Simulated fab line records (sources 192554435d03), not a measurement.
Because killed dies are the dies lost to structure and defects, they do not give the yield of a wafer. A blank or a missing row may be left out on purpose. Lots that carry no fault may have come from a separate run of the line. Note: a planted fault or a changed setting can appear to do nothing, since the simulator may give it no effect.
fab line records -- flow n5_finfet
record: lots: 13, wafers: 39, last_day: 17
route steps=1938 shown BEOL_M9@1456 BEOL_M10@1474 PASSIVATION@1936
lots untouched by any fault: they come from a run of this same line in which no faults occurred
start_h: start of the lot's first displayed wafer, in hours after the record's first day -- wait_h: hours elapsed since this lot's preceding step -- " identical to the entry in the row above -- L1.1+2: one row covering several wafers at once -- - either no value or no given start -- * or withheld: withheld -- < > ~ a bound
route shown NAME@n: names a module that has steps shown in the file, with the first one's number in the route -- usual: average and standard deviation across the fault-free wafers -- same: alike in all rows -- chamber/n: place in a boat -- sites: the reading at each site -- _std_site: standard deviation across them -- _edge_site: outer sites' mean less inner sites' -- radius_mm: how far each site lies from the wafer's centre -- mask NAME#n: copy n -- behind: the most recent tool/chamber to have shaped the wafer -- hold: why the lot went on hold/how many hours it stayed there/how the hold came to an end -- device: names the non-switching transistor (n, p or np) -- end of line: tests run on the same wafers once the route is complete -- a step given without rows: its recipe and nothing more -- killed: dies lost to structure and defects at the first sort, not the wafer's yield -- map: a wafer's dies, x killed, . not, _ none there
set.NAME: the run value of the setting; set.NAME@STEP: its run value at that earlier step -- model.NAME: the simulator's own value behind a step, which no gauge read
route steps across a sampled set of lots; one table per step, one row per wafer
services: from which hour (start_h, from the record's first day; less than 0 if before it) a tool's chamber was out of use, for how many hours, and why
== steps ==
step: N5_BEOL_M9_DEGAS_44
recipe: ambient: vacuum, temp_c: 250, time_s: 60
usual: heater_power_w: 322/43
lot.wafer,tool,chamber,start_h,wait_h,heater_power_w
L317.2,pvd_sputter-01,-,216.48,0.5,316
L317.3,pvd_sputter-01,-,216.48,0.5,317
L317.5,pvd_sputter-01,-,216.48,0.5,313
L318.2,pvd_sputter-03,-,227.36,0.3,382
L318.3,pvd_sputter-03,-,227.36,0.3,347
L318.4,pvd_sputter-03,-,227.36,0.3,271
L320.1,pvd_sputter-03,-,235.83,1.6,386
L320.2,pvd_sputter-03,-,235.83,1.6,273
L320.3,pvd_sputter-03,-,235.83,1.6,268
L322.1,pvd_sputter-03,-,246.05,0.3,270
L322.4,pvd_sputter-03,-,246.05,0.3,387
L322.5,pvd_sputter-03,-,246.05,0.3,273
L325.2,pvd_sputter-01,-,271.28,0.4,324
L325.3,pvd_sputter-01,-,271.28,0.4,312
L325.5,pvd_sputter-01,-,271.28,0.4,323
L327.2,pvd_sputter-02,-,278.04,0.5,382
L327.3,pvd_sputter-02,-,278.04,0.5,287
L327.6,pvd_sputter-02,-,278.04,0.5,366
L331.1,pvd_sputter-01,-,297.14,0.3,333
L331.4,pvd_sputter-01,-,297.14,0.3,341
L331.5,pvd_sputter-01,-,297.14,0.3,315
L330.3,pvd_sputter-03,-,302.96,0.5,341
L330.4,pvd_sputter-03,-,302.96,0.5,387
L330.5,pvd_sputter-03,-,302.96,0.5,379
L332.1,pvd_sputter-03,-,309.63,0.5,272
L332.2,pvd_sputter-03,-,309.63,0.5,285
L332.6,pvd_sputter-03,-,309.63,0.5,277
L335.1,pvd_sputter-03,-,332.87,0.3,273
L335.2,pvd_sputter-03,-,332.87,0.3,384
L335.5,pvd_sputter-03,-,332.87,0.3,338
L338.1,pvd_sputter-02,-,339.01,0.5,286
L338.3,pvd_sputter-02,-,339.01,0.5,269
L338.6,pvd_sputter-02,-,339.01,0.5,273
L339.2,pvd_sputter-03,-,354.25,0.5,389
L339.5,pvd_sputter-03,-,354.25,0.5,394
L339.6,pvd_sputter-03,-,354.25,0.5,275
L340.1,pvd_sputter-03,-,354.59,0.5,337
L340.4,pvd_sputter-03,-,354.59,0.5,272
L340.6,pvd_sputter-03,-,354.59,0.5,270
step: N5_BEOL_M9_SURFACE_TREAT_79
recipe: gas: Ar, time_s: *, ion_energy_ev: *, ion_current_ma_cm2: 0.5, pressure_mtorr: *, ar_flow_sccm: 30
usual: throttle_valve_pct: *
lot.wafer,tool,chamber,start_h,wait_h,throttle_valve_pct
L317.2,pvd_sputter-02,-,217.28,0.6,*
L317.3,pvd_sputter-02,-,217.28,0.6,*
L317.5,pvd_sputter-02,-,217.28,0.6,*
L318.2,pvd_sputter-03,-,227.76,0.2,*
L318.3,pvd_sputter-03,-,227.76,0.2,*
L318.4,pvd_sputter-03,-,227.76,0.2,*
L320.1,pvd_sputter-02,-,236.22,0.2,*
L320.2,pvd_sputter-02,-,236.22,0.2,*
L320.3,pvd_sputter-02,-,236.22,0.2,*
L322.1,pvd_sputter-03,-,246.45,0.2,*
L322.4,pvd_sputter-03,-,246.45,0.2,*
L322.5,pvd_sputter-03,-,246.45,0.2,*
L325.2,pvd_sputter-02,-,271.77,0.2,*
L325.3,pvd_sputter-02,-,271.77,0.2,*
L325.5,pvd_sputter-02,-,271.77,0.2,*
L327.2,pvd_sputter-01,-,278.44,0.2,*
L327.3,pvd_sputter-01,-,278.44,0.2,*
L327.6,pvd_sputter-01,-,278.44,0.2,*
L331.1,pvd_sputter-01,-,297.84,0.5,*
L331.4,pvd_sputter-01,-,297.84,0.5,*
L331.5,pvd_sputter-01,-,297.84,0.5,*
L330.3,pvd_sputter-02,-,303.49,0.2,*
L330.4,pvd_sputter-02,-,303.49,0.2,*
L330.5,pvd_sputter-02,-,303.49,0.2,*
L332.1,pvd_sputter-02,-,310.10,0.2,*
L332.2,pvd_sputter-02,-,310.10,0.2,*
L332.6,pvd_sputter-02,-,310.10,0.2,*
L335.1,pvd_sputter-03,-,333.50,0.4,*
L335.2,pvd_sputter-03,-,333.50,0.4,*
L335.5,pvd_sputter-03,-,333.50,0.4,*
L338.1,pvd_sputter-01,-,339.77,0.5,*
L338.3,pvd_sputter-01,-,339.77,0.5,*
L338.6,pvd_sputter-01,-,339.77,0.5,*
L339.2,pvd_sputter-03,-,354.67,0.2,*
L339.5,pvd_sputter-03,-,354.67,0.2,*
L339.6,pvd_sputter-03,-,354.67,0.2,*
L340.1,pvd_sputter-02,-,355.11,0.3,*
L340.4,pvd_sputter-02,-,355.11,0.3,*
L340.6,pvd_sputter-02,-,355.11,0.3,*
step: N5_BEOL_M10_HM_DEP_02
recipe: material: TiN, target_thk_a: 200, temp_c: 25, chamber_pressure_pa: 0.49996
usual: throttle_valve_pct: 30.0/0.66
lot.wafer,tool,chamber,start_h,wait_h,throttle_valve_pct
L317.2,pvd_sputter-02,-,220.16,0.9,30.7
L317.3,pvd_sputter-02,-,220.16,0.9,28.9
L317.5,pvd_sputter-02,-,220.16,0.9,29.1
L318.2,pvd_sputter-02,-,231.30,0.7,30.7
L318.3,pvd_sputter-02,-,231.30,0.7,30.3
L318.4,pvd_sputter-02,-,231.30,0.7,29.2
L320.1,pvd_sputter-03,-,239.19,0.4,28.9
L320.2,pvd_sputter-03,-,239.19,0.4,30.6
L320.3,pvd_sputter-03,-,239.19,0.4,30.8
L322.1,pvd_sputter-03,-,250.33,1.5,30.6
L322.4,pvd_sputter-03,-,250.33,1.5,30.3
L322.5,pvd_sputter-03,-,250.33,1.5,30.8
L325.2,pvd_sputter-01,-,275.12,1.5,29.8
L325.3,pvd_sputter-01,-,275.12,1.5,29.4
L325.5,pvd_sputter-01,-,275.12,1.5,30.1
L327.2,pvd_sputter-03,-,281.72,1.4,30.7
L327.3,pvd_sputter-03,-,281.72,1.4,30.1
L327.6,pvd_sputter-03,-,281.72,1.4,30.7
L331.1,pvd_sputter-03,-,302.50,1.7,30.3
L331.4,pvd_sputter-03,-,302.50,1.7,30.6
L331.5,pvd_sputter-03,-,302.50,1.7,30.6
L330.3,pvd_sputter-02,-,306.41,0.1,30.2
L330.4,pvd_sputter-02,-,306.41,0.1,30.7
L330.5,pvd_sputter-02,-,306.41,0.1,30.6
L332.1,pvd_sputter-01,-,315.72,1.7,29.6
L332.2,pvd_sputter-01,-,315.72,1.7,30.1
L332.6,pvd_sputter-01,-,315.72,1.7,29.8
L335.1,pvd_sputter-01,-,336.53,1.2,30.0
L335.2,pvd_sputter-01,-,336.53,1.2,29.4
L335.5,pvd_sputter-01,-,336.53,1.2,30.0
L338.1,pvd_sputter-02,-,342.25,0.4,28.9
L338.3,pvd_sputter-02,-,342.25,0.4,30.3
L338.6,pvd_sputter-02,-,342.25,0.4,29.0
L339.2,pvd_sputter-02,-,357.23,0.7,29.0
L339.5,pvd_sputter-02,-,357.23,0.7,29.4
L339.6,pvd_sputter-02,-,357.23,0.7,30.0
L340.1,pvd_sputter-02,-,358.15,0.6,31.0
L340.4,pvd_sputter-02,-,358.15,0.6,29.3
L340.6,pvd_sputter-02,-,358.15,0.6,30.4
step: N5_BEOL_M10_COAT_05
recipe: resist: CAR-ArF, spin_rpm: 1500, resist_thk_nm: 90
usual: spin_speed_rpm: 1500.0/0.84
lot.wafer,tool,chamber,start_h,wait_h,spin_speed_rpm
L317.2,litho_track-05,0,220.30,-,1499.8
L317.3,litho_track-05,0,220.30,-,1501.2
L317.5,litho_track-05,0,220.30,-,1501.3
L318.2,litho_track-01,0,231.43,-,1499.6
L318.3,litho_track-01,0,231.43,-,1500.4
L318.4,litho_track-01,0,231.43,-,1500.2
L320.1,litho_track-05,0,239.32,-,1500.5
L320.2,litho_track-05,0,239.32,-,1499.3
L320.3,litho_track-05,0,239.32,-,1500.2
L322.1,litho_track-01,0,250.46,-,1498.4
L322.4,litho_track-01,0,250.46,-,1499.4
L322.5,litho_track-01,0,250.46,-,1501.0
L325.2,litho_track-01,0,275.25,-,1561.3
L325.3,litho_track-01,0,275.25,-,1560.1
L325.5,litho_track-01,0,275.25,-,1561.6
L327.2,litho_track-01,0,281.87,-,1561.4
L327.3,litho_track-01,0,281.87,-,1562.2
L327.6,litho_track-01,0,281.87,-,1561.0
L331.1,litho_track-04,0,302.63,-,1499.7
L331.4,litho_track-04,0,302.63,-,1499.2
L331.5,litho_track-04,0,302.63,-,1499.7
L330.3,litho_track-05,0,306.54,-,1499.0
L330.4,litho_track-05,0,306.54,-,1499.6
L330.5,litho_track-05,0,306.54,-,1499.3
L332.1,litho_track-04,0,315.85,-,1501.0
L332.2,litho_track-04,0,315.85,-,1499.1
L332.6,litho_track-04,0,315.85,-,1500.2
L335.1,litho_track-05,0,336.66,-,1502.0
L335.2,litho_track-05,0,336.66,-,1501.3
L335.5,litho_track-05,0,336.66,-,1500.4
L338.1,litho_track-04,0,342.38,-,1499.8
L338.3,litho_track-04,0,342.38,-,1500.5
L338.6,litho_track-04,0,342.38,-,1499.3
L339.2,litho_track-01,0,357.36,-,1500.6
L339.5,litho_track-01,0,357.36,-,1500.9
L339.6,litho_track-01,0,357.36,-,1501.8
L340.1,litho_track-01,0,358.28,-,1500.0
L340.4,litho_track-01,0,358.28,-,1500.6
L340.6,litho_track-01,0,358.28,-,1501.4
step: N5_PASSIVATION_PROBE_49
usual: defect_limited_yield: 91.4/1.5, killed_at_M0_to_M3: 34/12, killed_at_M4_up: 12/4.9, killed_at_contacts: 13/7.2, killed_at_front_end: 39/12, killed_at_other: 3.7/2.9, killed_dies: 101/18, killed_open: 67/14, killed_short: 33/7.2, sort_bin_5_function: 5.1/0.97, sort_bin_6_memory: 3.2/0.67, sort_n_pass: 1079/17, sort_yield_pct: 91.4/1.5
same: gross_dies: 1180, killed_at_back_side: 0, sort_bin_4_leakage[%]: 0, sort_bin_8_speed[%]: 0
lot.wafer,tool,chamber,start_h,wait_h,defect_limited_yield[%],killed_at_M0_to_M3,killed_at_M4_up,killed_at_contacts,killed_at_front_end,killed_at_other,killed_dies,killed_open,killed_short,sort_bin_5_function[%],sort_bin_6_memory[%],sort_n_pass,sort_yield_pct[%]
L327.2,prober-01,-,339.06,0.1,90.4,34,9,10,57,3,113,64,46,5.5,3.4,1067,90.4
L327.3,prober-01,-,339.11,0.1,87.5,31,11,12,86,8,148,98,46,8.0,4.1,1032,87.5
L327.6,prober-01,-,339.26,0.3,90.3,35,13,18,44,5,115,71,39,5.6,3.5,1065,90.3
killed by level:class
L327.2 STI_FIN_REVEAL:geometric_particle:open=12 FIN_SAQP:geometric_particle:short=11 BEOL_M0_SAQP:geometric_particle:open=11 BEOL_M0_SAQP:geometric_particle:short=10 MOL_CONTACT_COAG:geometric_particle:open=8 GATE_CUT:geometric_particle:open=6 BEOL_M1:geometric_particle:open=5 FIN_SAQP:geometric_particle:open=4
L327.3 FIN_SAQP:geometric_particle:open=20 STI_FIN_REVEAL:geometric_particle:open=17 FIN_SAQP:geometric_particle:short=10 MOL_CONTACT_COAG:geometric_particle:open=10 GATE_CUT:geometric_particle:short=9 BEOL_M0_SAQP:geometric_particle:short=8 BEOL_M2:geometric_particle:open=6 DUMMY_GATE:geometric_particle:open=6
L327.6 MOL_CONTACT_COAG:geometric_particle:open=14 BEOL_M0_SAQP:geometric_particle:open=11 FIN_SAQP:geometric_particle:short=10 BEOL_M4:geometric_particle:open=8 FIN_SAQP:geometric_particle:open=7 BEOL_M0_SAQP:geometric_particle:short=6 BEOL_M3:geometric_particle:open=6 BEOL_M2:geometric_particle:open=5
== services ==
tool,chamber,start_h,hours,kind
litho_track-04,-,199.28,-,consumable_replace:filter
== key ==
first_sign: step: N5_BEOL_M10_COAT_05, reading: spin_speed_rpm, direction: up, sigmas: 73, usual: *, struck: *
effect none on later readings
met_at N5_BEOL_M10_COAT_05
struck_lots L325,L327
not_acting_at N5_BEOL_M9_DEGAS_44,N5_BEOL_M9_SURFACE_TREAT_79,N5_BEOL_M10_HM_DEP_02
onset_between 250.46 275.25
fault: kind: process_parameter_drift, tool: litho_track-01, chamber: -, onset_h: 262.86, steps: N5_BEOL_M10_COAT_05, channel: spin_rpm, offset: *, shape: step, end_h: 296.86, acts_in: *, stated: *
